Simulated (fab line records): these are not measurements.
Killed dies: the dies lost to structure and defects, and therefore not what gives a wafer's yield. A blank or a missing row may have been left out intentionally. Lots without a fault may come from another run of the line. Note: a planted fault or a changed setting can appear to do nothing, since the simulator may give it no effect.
Chamber matching -- flow n5 finfet -- pecvd-04 running N5_BEOL_M15_DEP_53: 3 sister chambers
The step deposits SiCN from 3MS/NH3, target thk 50 nm, time 17.8 s. 3 wafers are shown with their chamber, then 7 later ones without.

== EACH WAFER AND ITS CHAMBER ==
wafer,chamber,throttle valve pct (%)
L307.4,1,18.9
L318.2,0,20.0
L318.3,2,17.3

== WAFERS WITHOUT THEIR CHAMBER ==
wafer,throttle valve pct (%)
L318.5,20.0
L323.3,20.2
L323.5,17.5
L323.6,19.8
L325.2,17.2
L325.4,17.2
L325.5,19.7

== EACH ONE'S CHAMBER ==
wafer,from the rows above,in truth
L318.5,0,0
L323.3,0,0
L323.5,2,2
L323.6,0,0
L325.2,2,2
L325.4,2,2
L325.5,0,0
Placed correctly: 7 of 7. From these rows, 0 cannot be placed. 0 placed wrongly.
How it was worked out, from the rows above alone: a wafer's distance from a chamber is the root of the sum, over the readings, of the square of ((its reading less the chamber's mean) divided by the reading's scatter). If the next closest chamber is less than 2 further off than the closest, the wafer can't be placed; otherwise it belongs to the closest. The mean given for a chamber averages the wafers shown for that chamber. The scatter: root of mean squared gap, hidden wafer to nearest shown wafer, with one shown wafer a chamber.
